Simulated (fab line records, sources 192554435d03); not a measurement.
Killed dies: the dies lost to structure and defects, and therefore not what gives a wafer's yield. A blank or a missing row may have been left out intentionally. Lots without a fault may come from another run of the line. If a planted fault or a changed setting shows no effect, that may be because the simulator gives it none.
Matching of chambers :: flow n5Finfet :: N5_SD_EPI_P_DESCUM_14 on rieDiel-04 has 4 sister chambers
The step chemistry O2, time 7.9 s. 18 wafers are shown with their chamber, then 9 later ones without.

== EACH WAFER AND ITS CHAMBER ==
wafer: L075.2
chamber: 2
drypumpMotorCurrentA (A): 5.6
throttleValvePct (%): 20.38
showerheadPlenumPTorr (Torr): 1.97

wafer: L075.3
chamber: 3
drypumpMotorCurrentA (A): 5.7
throttleValvePct (%): 20.63
showerheadPlenumPTorr (Torr): 2.00

wafer: L075.4
chamber: 3
drypumpMotorCurrentA (A): 5.7
throttleValvePct (%): 20.63
showerheadPlenumPTorr (Torr): 2.00

wafer: L078.2
chamber: 3
drypumpMotorCurrentA (A): 5.7
throttleValvePct (%): 20.65
showerheadPlenumPTorr (Torr): 2.00

wafer: L078.3
chamber: 1
drypumpMotorCurrentA (A): 5.8
throttleValvePct (%): 20.41
showerheadPlenumPTorr (Torr): 2.23

wafer: L078.6
chamber: 3
drypumpMotorCurrentA (A): 5.7
throttleValvePct (%): 20.64
showerheadPlenumPTorr (Torr): 2.00

wafer: L079.1
chamber: 3
drypumpMotorCurrentA (A): 5.7
throttleValvePct (%): 20.66
showerheadPlenumPTorr (Torr): 2.00

wafer: L079.4
chamber: 1
drypumpMotorCurrentA (A): 5.8
throttleValvePct (%): 20.43
showerheadPlenumPTorr (Torr): 2.23

wafer: L079.5
chamber: 3
drypumpMotorCurrentA (A): 5.7
throttleValvePct (%): 20.64
showerheadPlenumPTorr (Torr): 2.00

wafer: L082.2
chamber: 2
drypumpMotorCurrentA (A): 5.6
throttleValvePct (%): 20.41
showerheadPlenumPTorr (Torr): 1.97

wafer: L082.3
chamber: 1
drypumpMotorCurrentA (A): 5.8
throttleValvePct (%): 20.42
showerheadPlenumPTorr (Torr): 2.23

wafer: L082.5
chamber: 2
drypumpMotorCurrentA (A): 5.6
throttleValvePct (%): 20.40
showerheadPlenumPTorr (Torr): 1.97

wafer: L084.2
chamber: 3
drypumpMotorCurrentA (A): 5.7
throttleValvePct (%): 20.66
showerheadPlenumPTorr (Torr): 2.00

wafer: L084.3
chamber: 0
drypumpMotorCurrentA (A): 5.1
throttleValvePct (%): 20.32
showerheadPlenumPTorr (Torr): 2.09

wafer: L084.6
chamber: 1
drypumpMotorCurrentA (A): 5.9
throttleValvePct (%): 20.44
showerheadPlenumPTorr (Torr): 2.22

wafer: L089.1
chamber: 1
drypumpMotorCurrentA (A): 5.8
throttleValvePct (%): 20.45
showerheadPlenumPTorr (Torr): 2.22

wafer: L089.2
chamber: 2
drypumpMotorCurrentA (A): 5.6
throttleValvePct (%): 20.01
showerheadPlenumPTorr (Torr): 2.23

wafer: L089.6
chamber: 2
drypumpMotorCurrentA (A): 5.6
throttleValvePct (%): 20.00
showerheadPlenumPTorr (Torr): 2.23

SIGNATURES (averages over the wafers above)
reading: drypumpMotorCurrentA
chamber 0: 5.100
chamber 1: 5.820
chamber 2: 5.600
chamber 3: 5.700
scatter within a chamber: 0.0239

reading: throttleValvePct
chamber 0: 20.3200
chamber 1: 20.4300
chamber 2: 20.2400
chamber 3: 20.6443
scatter within a chamber: 0.115

reading: showerheadPlenumPTorr
chamber 0: 2.0900
chamber 1: 2.2260
chamber 2: 2.0740
chamber 3: 2.0000
scatter within a chamber: 0.0762
Rule: a wafer's distance from a chamber is the root of the sum, over the readings, of the square of ((its reading less the chamber's mean) divided by the reading's scatter). The wafer belongs to the nearest chamber; if the next one is less than 2 further off, it can't be placed. The scatter is the square root of a quotient: the sum, over the shown wafers, of each reading's squared deviation from its chamber's mean, divided by wafers minus chambers.

== WAFERS WITH NO CHAMBER GIVEN ==
wafer: L091.2
drypumpMotorCurrentA (A): 5.6
throttleValvePct (%): 20.03
showerheadPlenumPTorr (Torr): 2.23

wafer: L091.3
drypumpMotorCurrentA (A): 5.0
throttleValvePct (%): 20.31
showerheadPlenumPTorr (Torr): 2.09

wafer: L091.6
drypumpMotorCurrentA (A): 5.7
throttleValvePct (%): 20.65
showerheadPlenumPTorr (Torr): 1.99

wafer: L092.1
drypumpMotorCurrentA (A): 5.7
throttleValvePct (%): 20.69
showerheadPlenumPTorr (Torr): 1.99

wafer: L092.2
drypumpMotorCurrentA (A): 5.6
throttleValvePct (%): 20.02
showerheadPlenumPTorr (Torr): 2.23

wafer: L092.5
drypumpMotorCurrentA (A): 5.1
throttleValvePct (%): 20.33
showerheadPlenumPTorr (Torr): 2.09

wafer: L093.1
drypumpMotorCurrentA (A): 5.1
throttleValvePct (%): 20.32
showerheadPlenumPTorr (Torr): 2.09

wafer: L093.2
drypumpMotorCurrentA (A): 5.6
throttleValvePct (%): 20.02
showerheadPlenumPTorr (Torr): 2.23

wafer: L093.5
drypumpMotorCurrentA (A): 5.5
throttleValvePct (%): 20.02
showerheadPlenumPTorr (Torr): 2.23

== WHICH CHAMBER EACH ONE RAN IN ==
wafer: L091.2
from the rows above: 2
in truth: 2

wafer: L091.3
from the rows above: 0
in truth: 0

wafer: L091.6
from the rows above: 3
in truth: 3

wafer: L092.1
from the rows above: 3
in truth: 3

wafer: L092.2
from the rows above: 2
in truth: 2

wafer: L092.5
from the rows above: 0
in truth: 0

wafer: L093.1
from the rows above: 0
in truth: 0

wafer: L093.2
from the rows above: 2
in truth: 2

wafer: L093.5
from the rows above: 2
in truth: 2
Placed correctly: 9 of 9. Number that these rows cannot place: 0. Number placed wrongly: 0.
